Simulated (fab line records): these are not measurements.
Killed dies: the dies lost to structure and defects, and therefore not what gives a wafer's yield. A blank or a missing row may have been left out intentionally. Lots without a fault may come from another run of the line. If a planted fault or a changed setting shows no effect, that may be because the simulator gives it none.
Which tool did it? / flow nand-harc / Sampling: 24 lots, 72 wafers, 4 of 1159 route steps

== WHAT THE GAUGES READ, wafer by wafer ==
NHARC_A_CONTACT_CD_MEAS_69: the cd target is 200 nm. Usual: cd-nm at 200.0 nm, with a standard deviation of 0.39.
lot=L074; measured=day 16 15:40; on=cd-sem-03; cd-nm (nm)=200.7 200.7 200.2; flag=
lot=L075; measured=day 16 21:20; on=cd-sem-01; cd-nm (nm)=199.6 200.1 199.3; flag=
lot=L076; measured=day 17 13:23; on=cd-sem-02; cd-nm (nm)=199.9 199.7 200.3; flag=
lot=L078; measured=day 17 18:10; on=cd-sem-02; cd-nm (nm)=199.4 199.8 199.9; flag=
lot=L077; measured=day 17 22:34; on=cd-sem-03; cd-nm (nm)=200.0 199.9 200.5; flag=
lot=L080; measured=day 18 07:10; on=cd-sem-03; cd-nm (nm)=199.5 199.8 200.2; flag=
lot=L081; measured=day 18 11:13; on=cd-sem-02; cd-nm (nm)=200.3 200.0 200.3; flag=
lot=L079; measured=day 18 13:26; on=cd-sem-03; cd-nm (nm)=199.9 200.7 200.2; flag=
lot=L083; measured=day 18 22:50; on=cd-sem-02; cd-nm (nm)=199.7 199.8 199.9; flag=
lot=L082; measured=day 18 23:17; on=cd-sem-01; cd-nm (nm)=199.5 199.9 199.8; flag=
lot=L084; measured=day 19 03:19; on=cd-sem-02; cd-nm (nm)=199.7 199.7 200.0; flag=
lot=L085; measured=day 19 12:36; on=cd-sem-02; cd-nm (nm)=199.9 199.8 199.7; flag=
lot=L086; measured=day 19 18:05; on=cd-sem-03; cd-nm (nm)=199.4 199.4 199.3; flag=
lot=L087; measured=day 20 00:40; on=cd-sem-02; cd-nm (nm)=199.6 200.3 200.2; flag=
lot=L088; measured=day 20 00:49; on=cd-sem-02; cd-nm (nm)=200.4 200.3 200.9; flag=
lot=L090; measured=day 20 06:06; on=cd-sem-02; cd-nm (nm)=199.9 199.8 200.3; flag=
lot=L089; measured=day 20 06:38; on=cd-sem-03; cd-nm (nm)=200.0 199.9 199.1; flag=
lot=L091; measured=day 21 09:53; on=cd-sem-03; cd-nm (nm)=200.0 199.9 200.5; flag=
lot=L092; measured=day 21 10:07; on=cd-sem-03; cd-nm (nm)=200.0 200.0 199.8; flag=
lot=L094; measured=day 21 16:06; on=cd-sem-02; cd-nm (nm)=199.8 200.0 199.9; flag=
lot=L093; measured=day 21 16:46; on=cd-sem-02; cd-nm (nm)=199.2 199.3 198.9; flag=
lot=L096; measured=day 21 19:46; on=cd-sem-01; cd-nm (nm)=200.2 200.5 199.9; flag=
lot=L095; measured=day 22 01:52; on=cd-sem-03; cd-nm (nm)=200.6 200.5 200.0; flag=
lot=L097; measured=day 22 06:52; on=cd-sem-03; cd-nm (nm)=200.2 199.6 199.7; flag=

== TOOL THAT RAN EACH LOT (tool first, then ch and the chambers of the sampled wafers, then the start) ==
lot=L074; NHARC_A_CONTACT_ETCH_117=har-cap-etch-01 ch 0,1, day 16 10:48; NHARC_A_CONTACT_STRIP_55=rie-diel-03 ch 0,1, day 16 13:28 or earlier; NHARC_A_CONTACT_DEP_57=acl-dep-03 ch 0, day 16 13:28
lot=L075; NHARC_A_CONTACT_ETCH_117=har-cap-etch-02 ch 0,1, day 16 15:15; NHARC_A_CONTACT_STRIP_55=rie-diel-08 ch 1,3, day 16 19:23 or earlier; NHARC_A_CONTACT_DEP_57=acl-dep-03 ch 0, day 16 19:23
lot=L076; NHARC_A_CONTACT_ETCH_117=har-cap-etch-01 ch 0, day 17 08:35; NHARC_A_CONTACT_STRIP_55=rie-diel-12 ch 1,2,3, day 17 11:14 or earlier; NHARC_A_CONTACT_DEP_57=acl-dep-02 ch 0, day 17 11:14
lot=L078; NHARC_A_CONTACT_ETCH_117=har-cap-etch-03 ch 0,1, day 17 13:08; NHARC_A_CONTACT_STRIP_55=rie-diel-12 ch 0,2, day 17 16:14 or earlier; NHARC_A_CONTACT_DEP_57=acl-dep-03 ch 0, day 17 16:14
lot=L077; NHARC_A_CONTACT_ETCH_117=har-cap-etch-01 ch 0,1, day 17 17:42; NHARC_A_CONTACT_STRIP_55=rie-diel-08 ch 0,1,2, day 17 20:13 or earlier; NHARC_A_CONTACT_DEP_57=acl-dep-03 ch 0, day 17 20:13
lot=L080; NHARC_A_CONTACT_ETCH_117=har-cap-etch-03 ch 0,1, day 18 01:19; NHARC_A_CONTACT_STRIP_55=rie-diel-12 ch 1,2, day 18 05:17 or earlier; NHARC_A_CONTACT_DEP_57=acl-dep-02 ch 0, day 18 05:17
lot=L081; NHARC_A_CONTACT_ETCH_117=har-cap-etch-01 ch 0, day 18 03:35; NHARC_A_CONTACT_STRIP_55=rie-diel-03 ch 2,3, day 18 09:02 or earlier; NHARC_A_CONTACT_DEP_57=acl-dep-01 ch 0, day 18 09:02
lot=L079; NHARC_A_CONTACT_ETCH_117=har-cap-etch-03 ch 0,1, day 18 07:35; NHARC_A_CONTACT_STRIP_55=rie-diel-03 ch 0,1,3, day 18 11:05 or earlier; NHARC_A_CONTACT_DEP_57=acl-dep-01 ch 0, day 18 11:05
lot=L083; NHARC_A_CONTACT_ETCH_117=har-cap-etch-02 ch 0,1, day 18 18:11; NHARC_A_CONTACT_STRIP_55=rie-diel-03 ch 0,1,3, day 18 20:29 or earlier; NHARC_A_CONTACT_DEP_57=acl-dep-03 ch 0, day 18 20:29
lot=L082; NHARC_A_CONTACT_ETCH_117=har-cap-etch-03 ch 0,1, day 18 18:35; NHARC_A_CONTACT_STRIP_55=rie-diel-12 ch 0,3, day 18 21:31 or earlier; NHARC_A_CONTACT_DEP_57=acl-dep-01 ch 0, day 18 21:31
lot=L084; NHARC_A_CONTACT_ETCH_117=har-cap-etch-02 ch 0,1, day 18 22:08; NHARC_A_CONTACT_STRIP_55=rie-diel-12 ch 1,3, day 19 00:50 or earlier; NHARC_A_CONTACT_DEP_57=acl-dep-03 ch 0, day 19 00:50
lot=L085; NHARC_A_CONTACT_ETCH_117=har-cap-etch-01 ch 0,1, day 19 07:34; NHARC_A_CONTACT_STRIP_55=rie-diel-08 ch 0,1, day 19 10:40 or earlier; NHARC_A_CONTACT_DEP_57=acl-dep-02 ch 0, day 19 10:40
lot=L086; NHARC_A_CONTACT_ETCH_117=har-cap-etch-01 ch 0,1, day 19 13:29; NHARC_A_CONTACT_STRIP_55=rie-diel-03 ch 0,2, day 19 16:03 or earlier; NHARC_A_CONTACT_DEP_57=acl-dep-02 ch 0, day 19 16:03
lot=L087; NHARC_A_CONTACT_ETCH_117=har-cap-etch-02 ch 0,1, day 19 17:43; NHARC_A_CONTACT_STRIP_55=rie-diel-03 ch 1,2, day 19 22:31 or earlier; NHARC_A_CONTACT_DEP_57=acl-dep-02 ch 0, day 19 22:31
lot=L088; NHARC_A_CONTACT_ETCH_117=har-cap-etch-01 ch 0,1, day 19 18:11; NHARC_A_CONTACT_STRIP_55=rie-diel-03 ch 0,1, day 19 22:15 or earlier; NHARC_A_CONTACT_DEP_57=acl-dep-03 ch 0, day 19 22:15
lot=L090; NHARC_A_CONTACT_ETCH_117=har-cap-etch-01 ch 0,1, day 20 01:16; NHARC_A_CONTACT_STRIP_55=rie-diel-08 ch 0,2,3, day 20 03:48 or earlier; NHARC_A_CONTACT_DEP_57=acl-dep-01 ch 0, day 20 03:48
lot=L089; NHARC_A_CONTACT_ETCH_117=har-cap-etch-02 ch 0,1, day 20 01:44; NHARC_A_CONTACT_STRIP_55=rie-diel-12 ch 0,2,3, day 20 04:11 or earlier; NHARC_A_CONTACT_DEP_57=acl-dep-03 ch 0, day 20 04:11
lot=L091; NHARC_A_CONTACT_ETCH_117=har-cap-etch-03 ch 0,1, day 21 02:37; NHARC_A_CONTACT_STRIP_55=rie-diel-03 ch 0,2,3, day 21 07:32 or earlier; NHARC_A_CONTACT_DEP_57=acl-dep-02 ch 0, day 21 07:32
lot=L092; NHARC_A_CONTACT_ETCH_117=har-cap-etch-01 ch 1, day 21 02:41; NHARC_A_CONTACT_STRIP_55=rie-diel-12 ch 1,3, day 21 07:38 or earlier; NHARC_A_CONTACT_DEP_57=acl-dep-03 ch 0, day 21 07:38
lot=L094; NHARC_A_CONTACT_ETCH_117=har-cap-etch-02 ch 0,1, day 21 09:08; NHARC_A_CONTACT_STRIP_55=rie-diel-12 ch 1,2,3, day 21 13:44 or earlier; NHARC_A_CONTACT_DEP_57=acl-dep-01 ch 0, day 21 13:44
lot=L093; NHARC_A_CONTACT_ETCH_117=har-cap-etch-03 ch 0,1, day 21 10:21; NHARC_A_CONTACT_STRIP_55=rie-diel-12 ch 0,2, day 21 14:19 or earlier; NHARC_A_CONTACT_DEP_57=acl-dep-02 ch 0, day 21 14:19
lot=L096; NHARC_A_CONTACT_ETCH_117=har-cap-etch-03 ch 0,1, day 21 14:26; NHARC_A_CONTACT_STRIP_55=rie-diel-03 ch 0,1,3, day 21 17:34 or earlier; NHARC_A_CONTACT_DEP_57=acl-dep-02 ch 0, day 21 17:34
lot=L095; NHARC_A_CONTACT_ETCH_117=har-cap-etch-02 ch 1, day 21 19:19; NHARC_A_CONTACT_STRIP_55=rie-diel-08 ch 0,1,2, day 21 23:25 or earlier; NHARC_A_CONTACT_DEP_57=acl-dep-01 ch 0, day 21 23:25
lot=L097; NHARC_A_CONTACT_ETCH_117=har-cap-etch-02 ch 0,1, day 22 00:53; NHARC_A_CONTACT_STRIP_55=rie-diel-08 ch 1,2,3, day 22 04:25 or earlier; NHARC_A_CONTACT_DEP_57=acl-dep-01 ch 0, day 22 04:25
- NHARC_A_CONTACT_ETCH_117: etches the open film in C4F8/O2/Ar, time 94 s, target depth 922 nm.
- NHARC_A_CONTACT_STRIP_55: strips in O2.
- NHARC_A_CONTACT_DEP_57: deposits aC, target thk 2800 nm.

== WHAT THE TOOLS THEMSELVES READ (means of the sampled wafers that have a number; where no wafer has one, the mark that the record gives instead) ==
NHARC_A_CONTACT_ETCH_117. Usual: chamber-pressure-mTorr at 20.000 mTorr, with a standard deviation of 0.018.
lot=L074; tool=har-cap-etch-01; chamber-pressure-mTorr (mTorr)=20.000; flag=
lot=L075; tool=har-cap-etch-02; chamber-pressure-mTorr (mTorr)=20.002; flag=
lot=L076; tool=har-cap-etch-01; chamber-pressure-mTorr (mTorr)=20.013; flag=
lot=L078; tool=har-cap-etch-03; chamber-pressure-mTorr (mTorr)=20.007; flag=
lot=L077; tool=har-cap-etch-01; chamber-pressure-mTorr (mTorr)=20.009; flag=
lot=L080; tool=har-cap-etch-03; chamber-pressure-mTorr (mTorr)=20.003; flag=
lot=L081; tool=har-cap-etch-01; chamber-pressure-mTorr (mTorr)=20.005; flag=
lot=L079; tool=har-cap-etch-03; chamber-pressure-mTorr (mTorr)=19.979; flag=
lot=L083; tool=har-cap-etch-02; chamber-pressure-mTorr (mTorr)=20.025; flag=
lot=L082; tool=har-cap-etch-03; chamber-pressure-mTorr (mTorr)=20.002; flag=
lot=L084; tool=har-cap-etch-02; chamber-pressure-mTorr (mTorr)=20.014; flag=
lot=L085; tool=har-cap-etch-01; chamber-pressure-mTorr (mTorr)=19.990; flag=
lot=L086; tool=har-cap-etch-01; chamber-pressure-mTorr (mTorr)=19.997; flag=
lot=L087; tool=har-cap-etch-02; chamber-pressure-mTorr (mTorr)=19.998; flag=
lot=L088; tool=har-cap-etch-01; chamber-pressure-mTorr (mTorr)=20.009; flag=
lot=L090; tool=har-cap-etch-01; chamber-pressure-mTorr (mTorr)=20.002; flag=
lot=L089; tool=har-cap-etch-02; chamber-pressure-mTorr (mTorr)=20.001; flag=
lot=L091; tool=har-cap-etch-03; chamber-pressure-mTorr (mTorr)=19.999; flag=
lot=L092; tool=har-cap-etch-01; chamber-pressure-mTorr (mTorr)=20.000; flag=
lot=L094; tool=har-cap-etch-02; chamber-pressure-mTorr (mTorr)=20.004; flag=
lot=L093; tool=har-cap-etch-03; chamber-pressure-mTorr (mTorr)=20.012; flag=
lot=L096; tool=har-cap-etch-03; chamber-pressure-mTorr (mTorr)=19.996; flag=
lot=L095; tool=har-cap-etch-02; chamber-pressure-mTorr (mTorr)=19.973; flag=
lot=L097; tool=har-cap-etch-02; chamber-pressure-mTorr (mTorr)=19.989; flag=

NHARC_A_CONTACT_STRIP_55. Usual: chamber-pressure-mTorr 60.00 mTorr, standard deviation 0.054; drypump-motor-current-A 5.9 A, standard deviation 0.41; oes-product-au 1.005 a.u., standard deviation 0.0089; rf-vpp-V 57.7 V, standard deviation 0.83; showerhead-plenum-p-Torr 3.50 Torr, standard deviation 0.13; throttle-valve-pct 17.037 %, standard deviation 0.01.
lot=L074; tool=rie-diel-03; chamber-pressure-mTorr (mTorr)=59.99; drypump-motor-current-A (A)=5.9; oes-product-au (a.u.)=0.994; rf-vpp-V (V)=57.6; showerhead-plenum-p-Torr (Torr)=3.56; throttle-valve-pct (%)=17.025; flag=
lot=L075; tool=rie-diel-08; chamber-pressure-mTorr (mTorr)=60.01; drypump-motor-current-A (A)=5.2; oes-product-au (a.u.)=1.008; rf-vpp-V (V)=57.2; showerhead-plenum-p-Torr (Torr)=3.39; throttle-valve-pct (%)=17.047; flag=
lot=L076; tool=rie-diel-12; chamber-pressure-mTorr (mTorr)=60.03; drypump-motor-current-A (A)=5.6; oes-product-au (a.u.)=1.008; rf-vpp-V (V)=56.9; showerhead-plenum-p-Torr (Torr)=3.44; throttle-valve-pct (%)=17.039; flag=
lot=L078; tool=rie-diel-12; chamber-pressure-mTorr (mTorr)=60.03; drypump-motor-current-A (A)=5.8; oes-product-au (a.u.)=1.011; rf-vpp-V (V)=58.2; showerhead-plenum-p-Torr (Torr)=3.57; throttle-valve-pct (%)=17.053; flag=
lot=L077; tool=rie-diel-08; chamber-pressure-mTorr (mTorr)=59.96; drypump-motor-current-A (A)=5.8; oes-product-au (a.u.)=0.998; rf-vpp-V (V)=56.8; showerhead-plenum-p-Torr (Torr)=3.47; throttle-valve-pct (%)=17.037; flag=
lot=L080; tool=rie-diel-12; chamber-pressure-mTorr (mTorr)=60.05; drypump-motor-current-A (A)=5.7; oes-product-au (a.u.)=1.000; rf-vpp-V (V)=58.3; showerhead-plenum-p-Torr (Torr)=3.43; throttle-valve-pct (%)=17.034; flag=
lot=L081; tool=rie-diel-03; chamber-pressure-mTorr (mTorr)=59.95; drypump-motor-current-A (A)=6.3; oes-product-au (a.u.)=1.004; rf-vpp-V (V)=57.1; showerhead-plenum-p-Torr (Torr)=3.37; throttle-valve-pct (%)=17.034; flag=
lot=L079; tool=rie-diel-03; chamber-pressure-mTorr (mTorr)=60.01; drypump-motor-current-A (A)=6.1; oes-product-au (a.u.)=1.004; rf-vpp-V (V)=57.8; showerhead-plenum-p-Torr (Torr)=3.55; throttle-valve-pct (%)=17.030; flag=
lot=L083; tool=rie-diel-03; chamber-pressure-mTorr (mTorr)=60.01; drypump-motor-current-A (A)=6.1; oes-product-au (a.u.)=0.999; rf-vpp-V (V)=57.8; showerhead-plenum-p-Torr (Torr)=3.55; throttle-valve-pct (%)=17.026; flag=
lot=L082; tool=rie-diel-12; chamber-pressure-mTorr (mTorr)=59.99; drypump-motor-current-A (A)=5.8; oes-product-au (a.u.)=1.016; rf-vpp-V (V)=58.7; showerhead-plenum-p-Torr (Torr)=3.56; throttle-valve-pct (%)=17.041; flag=
lot=L084; tool=rie-diel-12; chamber-pressure-mTorr (mTorr)=60.06; drypump-motor-current-A (A)=5.9; oes-product-au (a.u.)=1.008; rf-vpp-V (V)=57.1; showerhead-plenum-p-Torr (Torr)=3.47; throttle-valve-pct (%)=17.040; flag=
lot=L085; tool=rie-diel-08; chamber-pressure-mTorr (mTorr)=60.01; drypump-motor-current-A (A)=5.9; oes-product-au (a.u.)=1.004; rf-vpp-V (V)=58.0; showerhead-plenum-p-Torr (Torr)=3.58; throttle-valve-pct (%)=17.026; flag=
lot=L086; tool=rie-diel-03; chamber-pressure-mTorr (mTorr)=59.99; drypump-motor-current-A (A)=6.1; oes-product-au (a.u.)=0.999; rf-vpp-V (V)=57.3; showerhead-plenum-p-Torr (Torr)=3.43; throttle-valve-pct (%)=17.026; flag=
lot=L087; tool=rie-diel-03; chamber-pressure-mTorr (mTorr)=59.98; drypump-motor-current-A (A)=6.0; oes-product-au (a.u.)=1.003; rf-vpp-V (V)=57.8; showerhead-plenum-p-Torr (Torr)=3.42; throttle-valve-pct (%)=17.035; flag=
lot=L088; tool=rie-diel-03; chamber-pressure-mTorr (mTorr)=60.01; drypump-motor-current-A (A)=5.8; oes-product-au (a.u.)=1.001; rf-vpp-V (V)=57.9; showerhead-plenum-p-Torr (Torr)=3.61; throttle-valve-pct (%)=17.033; flag=
lot=L090; tool=rie-diel-08; chamber-pressure-mTorr (mTorr)=60.07; drypump-motor-current-A (A)=5.5; oes-product-au (a.u.)=1.011; rf-vpp-V (V)=57.3; showerhead-plenum-p-Torr (Torr)=3.41; throttle-valve-pct (%)=17.044; flag=
lot=L089; tool=rie-diel-12; chamber-pressure-mTorr (mTorr)=59.99; drypump-motor-current-A (A)=5.7; oes-product-au (a.u.)=1.017; rf-vpp-V (V)=57.8; showerhead-plenum-p-Torr (Torr)=3.50; throttle-valve-pct (%)=17.040; flag=
lot=L091; tool=rie-diel-03; chamber-pressure-mTorr (mTorr)=59.99; drypump-motor-current-A (A)=6.3; oes-product-au (a.u.)=1.006; rf-vpp-V (V)=57.9; showerhead-plenum-p-Torr (Torr)=3.42; throttle-valve-pct (%)=17.040; flag=
lot=L092; tool=rie-diel-12; chamber-pressure-mTorr (mTorr)=60.01; drypump-motor-current-A (A)=5.8; oes-product-au (a.u.)=1.015; rf-vpp-V (V)=58.2; showerhead-plenum-p-Torr (Torr)=3.48; throttle-valve-pct (%)=17.030; flag=
lot=L094; tool=rie-diel-12; chamber-pressure-mTorr (mTorr)=60.06; drypump-motor-current-A (A)=5.6; oes-product-au (a.u.)=1.008; rf-vpp-V (V)=57.7; showerhead-plenum-p-Torr (Torr)=3.42; throttle-valve-pct (%)=17.043; flag=
lot=L093; tool=rie-diel-12; chamber-pressure-mTorr (mTorr)=60.02; drypump-motor-current-A (A)=5.8; oes-product-au (a.u.)=1.012; rf-vpp-V (V)=58.1; showerhead-plenum-p-Torr (Torr)=3.55; throttle-valve-pct (%)=17.031; flag=
lot=L096; tool=rie-diel-03; chamber-pressure-mTorr (mTorr)=59.99; drypump-motor-current-A (A)=6.1; oes-product-au (a.u.)=0.998; rf-vpp-V (V)=57.4; showerhead-plenum-p-Torr (Torr)=3.55; throttle-valve-pct (%)=17.040; flag=
lot=L095; tool=rie-diel-08; chamber-pressure-mTorr (mTorr)=59.99; drypump-motor-current-A (A)=5.8; oes-product-au (a.u.)=1.003; rf-vpp-V (V)=58.0; showerhead-plenum-p-Torr (Torr)=3.63; throttle-valve-pct (%)=17.035; flag=
lot=L097; tool=rie-diel-08; chamber-pressure-mTorr (mTorr)=59.99; drypump-motor-current-A (A)=5.5; oes-product-au (a.u.)=1.007; rf-vpp-V (V)=57.1; showerhead-plenum-p-Torr (Torr)=3.53; throttle-valve-pct (%)=17.046; flag=

NHARC_A_CONTACT_DEP_57. Usual: throttle-valve-pct at 35.001 %, with a standard deviation of 0.01.
lot=L074; tool=acl-dep-03; throttle-valve-pct (%)=34.999; flag=
lot=L075; tool=acl-dep-03; throttle-valve-pct (%)=35.010; flag=
lot=L076; tool=acl-dep-02; throttle-valve-pct (%)=35.007; flag=
lot=L078; tool=acl-dep-03; throttle-valve-pct (%)=35.005; flag=
lot=L077; tool=acl-dep-03; throttle-valve-pct (%)=34.996; flag=
lot=L080; tool=acl-dep-02; throttle-valve-pct (%)=35.004; flag=
lot=L081; tool=acl-dep-01; throttle-valve-pct (%)=35.000; flag=
lot=L079; tool=acl-dep-01; throttle-valve-pct (%)=34.998; flag=
lot=L083; tool=acl-dep-03; throttle-valve-pct (%)=35.002; flag=
lot=L082; tool=acl-dep-01; throttle-valve-pct (%)=35.005; flag=
lot=L084; tool=acl-dep-03; throttle-valve-pct (%)=34.992; flag=
lot=L085; tool=acl-dep-02; throttle-valve-pct (%)=35.004; flag=
lot=L086; tool=acl-dep-02; throttle-valve-pct (%)=34.994; flag=
lot=L087; tool=acl-dep-02; throttle-valve-pct (%)=35.005; flag=
lot=L088; tool=acl-dep-03; throttle-valve-pct (%)=35.009; flag=
lot=L090; tool=acl-dep-01; throttle-valve-pct (%)=34.996; flag=
lot=L089; tool=acl-dep-03; throttle-valve-pct (%)=35.010; flag=
lot=L091; tool=acl-dep-02; throttle-valve-pct (%)=35.003; flag=
lot=L092; tool=acl-dep-03; throttle-valve-pct (%)=34.996; flag=
lot=L094; tool=acl-dep-01; throttle-valve-pct (%)=34.992; flag=
lot=L093; tool=acl-dep-02; throttle-valve-pct (%)=34.993; flag=
lot=L096; tool=acl-dep-02; throttle-valve-pct (%)=35.008; flag=
lot=L095; tool=acl-dep-01; throttle-valve-pct (%)=35.001; flag=
lot=L097; tool=acl-dep-01; throttle-valve-pct (%)=34.996; flag=

== THE ANSWER, worked out from the rows above alone ==
Rule: a lot is off if the mean of its wafers that have a number lies more than 3 standard deviations from the usual mean. Also off: a lot with no number at a reading for which 4 or more lots have one. The other lots that the step has rows for count as sound. The gauges are gone through in route order, then the tools' own readings, and for those a lot's mean is taken as printed above. At the first step where some lot is off, the reading lying furthest off is the one used; lots without a number count as furthest.
None of the lots is off at any reading shown; this tells nothing.

== WHAT THE SIMULATOR HAD PUT IN ==
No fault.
